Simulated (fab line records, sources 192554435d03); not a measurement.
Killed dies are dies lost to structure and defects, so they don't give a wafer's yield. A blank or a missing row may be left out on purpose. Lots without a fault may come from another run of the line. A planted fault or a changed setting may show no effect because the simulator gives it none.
Split-lot experiment | flow n5_finfet | 7 lots, 39 wafers read, on a route of 1938 steps

THE SPLIT
At N5_BEOL_M15_ETCH_61 (etches BARC in N2/H2, target depth 89 nm, overetch 26.7 nm, time 67.9 s), the setting time_s was moved away from the recipe's 67.9 s on 15 of the 39 wafers read, by -24.0% to +43.9%. The other wafers ran this setting at the recipe's value.

The reading is taken at the split's own step.

THE READING
BEOL_M15.cd_nm (the simulator's own value, which no gauge read), in nm, at N5_BEOL_M15_ETCH_61 (etches BARC in N2/H2, target depth 89 nm, overetch 26.7 nm, time 67.9 s). The file gives no usual value for it. The 24 wafers here that ran the recipe average 398.4 nm, standard deviation 1.3 nm.

wafer  | tool, chamber at the split | time_s as run, s | against the recipe | BEOL_M15.cd_nm, nm | against lot-mates on the recipe
L076.1 | rie_diel-06, 1             | 67.9             | recipe             | 398                | -
L076.2 | rie_diel-06, 0             | 67.9             | recipe             | 399.2              | -
L076.3 | rie_diel-06, 3             | 67.9             | recipe             | 399.8              | -
L076.4 | rie_diel-06, 3             | 67.9             | recipe             | 397.6              | -
L076.5 | rie_diel-06, 1             | 67.9             | recipe             | 400                | -
L076.6 | rie_diel-06, 0             | 67.9             | recipe             | 398.8              | -
L075.1 | rie_diel-03, 2             | 67.9             | recipe             | 396.4              | -
L075.2 | rie_diel-03, 3             | 97.73            | +43.9%             | 403                | +6.7
L075.3 | rie_diel-03, 1             | 97.73            | +43.9%             | 401.8              | +5.5
L075.4 | rie_diel-03, 0             | 67.9             | recipe             | 396.4              | -
L075.5 | rie_diel-03, 3             | 67.9             | recipe             | 396                | -
L075.6 | rie_diel-03, 0             | 97.73            | +43.9%             | 402.4              | +6.1
L082.1 | rie_diel-03, 3             | 67.9             | recipe             | 399.6              | -
L082.2 | rie_diel-03, 0             | 79.35            | +16.9%             | 400.4              | +2.1
L082.3 | rie_diel-03, 2             | 79.35            | +16.9%             | 399.4              | +1.1
L082.4 | rie_diel-03, 1             | 79.35            | +16.9%             | 398.8              | +0.5
L082.5 | rie_diel-03, 3             | 67.9             | recipe             | 397                | -
L082.6 | rie_diel-03, 2             | 67.9             | recipe             | 398.2              | -
L085.1 | rie_diel-01, 0             | 67.9             | recipe             | 398                | -
L085.2 | rie_diel-01, 3             | 67.9             | recipe             | 400.4              | -
L085.3 | rie_diel-01, 1             | 89.85            | +32.3%             | 403                | +3.6
L085.4 | rie_diel-01, 2             | 67.9             | recipe             | 399.8              | -
L085.5 | rie_diel-01, 0             | 89.85            | +32.3%             | 401                | +1.6
L085.6 | rie_diel-01, 3             | 89.85            | +32.3%             | 402.2              | +2.8
L086.1 | rie_diel-03, 3             | 67.9             | recipe             | 399                | -
L086.2 | rie_diel-03, 0             | 51.58            | -24.0%             | 396                | -3.7
L086.3 | rie_diel-03, 1             | 51.58            | -24.0%             | 395.8              | -3.9
L086.4 | rie_diel-03, 2             | 51.58            | -24.0%             | 397                | -2.7
L086.5 | rie_diel-03, 3             | 67.9             | recipe             | 398.8              | -
L086.6 | rie_diel-03, 0             | 67.9             | recipe             | 401.2              | -
L091.1 | rie_diel-01, 1             | 67.9             | recipe             | 397.6              | -
L091.4 | rie_diel-01, 3             | 67.9             | recipe             | 398.2              | -
L091.5 | rie_diel-01, 1             | 67.9             | recipe             | 398.8              | -
L094.1 | rie_diel-03, 0             | 67.9             | recipe             | 397.4              | -
L094.2 | rie_diel-03, 3             | 87.63            | +29.1%             | 402                | +4.7
L094.3 | rie_diel-03, 1             | 87.63            | +29.1%             | 400.8              | +3.5
L094.4 | rie_diel-03, 2             | 67.9             | recipe             | 398                | -
L094.5 | rie_diel-03, 0             | 67.9             | recipe             | 396.6              | -
L094.6 | rie_diel-03, 1             | 87.63            | +29.1%             | 402.4              | +5.1

THE FIT
A straight line over all 39 wafers: BEOL_M15.cd_nm changes by +0.0985 nm for each +1% of time_s; r = +0.83; the points scatter about the line by 1.2 nm.
The same after taking each lot's own level away (the mean of its wafers on the recipe; 39 wafers): +0.128 nm for each +1%; r = +0.92; scatter 0.95 nm.
On that fit, the largest move of time_s shifts the reading by 5.6 nm.
The lots' own levels span 396.27 to 399.67 nm, that is 2.5 times the standard deviation above.
So the lot-to-lot level changes the slope: the two fits differ.
Check: with one of the wafers moved furthest among these (+43.9%) left out of the fit, the line predicts +5.3 nm for it against its lot-mates. It came out at +6.73 nm against them.

OTHER SPLITS ON THESE WAFERS
These wafers also went through other splits before the reading. Each is held against what the fit with the lots' levels taken away leaves over:
other split on the same wafers | wafers away from the commonest value | r with BEOL_M15.cd_nm (lot level and that fit taken away)
N5_BEOL_M9_ETCH_62 time_s      | 15                                   | -0.15
N5_BEOL_M13_ETCH_68 time_s     | 15                                   | +0.09

THE WHOLE CHAIN: every reading that the file lists as answering this split, in the file's order
step                | what it does                                                            | reading                                                                          | change (the file's fit)               | r (the file's)
N5_BEOL_M15_ETCH_61 | etches BARC in N2/H2, target depth 89 nm, overetch 26.7 nm, time 67.9 s | coat_of_BEOL_M15_COAT_22.thk_nm (the simulator's own value, which no gauge read) | -0.662 nm for each +1% of the setting | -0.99
N5_BEOL_M15_ETCH_61 | etches BARC in N2/H2, target depth 89 nm, overetch 26.7 nm, time 67.9 s | BEOL_M15.cd_nm (the simulator's own value, which no gauge read)                  | +0.125 nm for each +1% of the setting | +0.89

THE FILE'S OWN FIT
BEOL_M15.cd_nm changes by +0.125 nm for each +1% of time_s, r = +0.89.
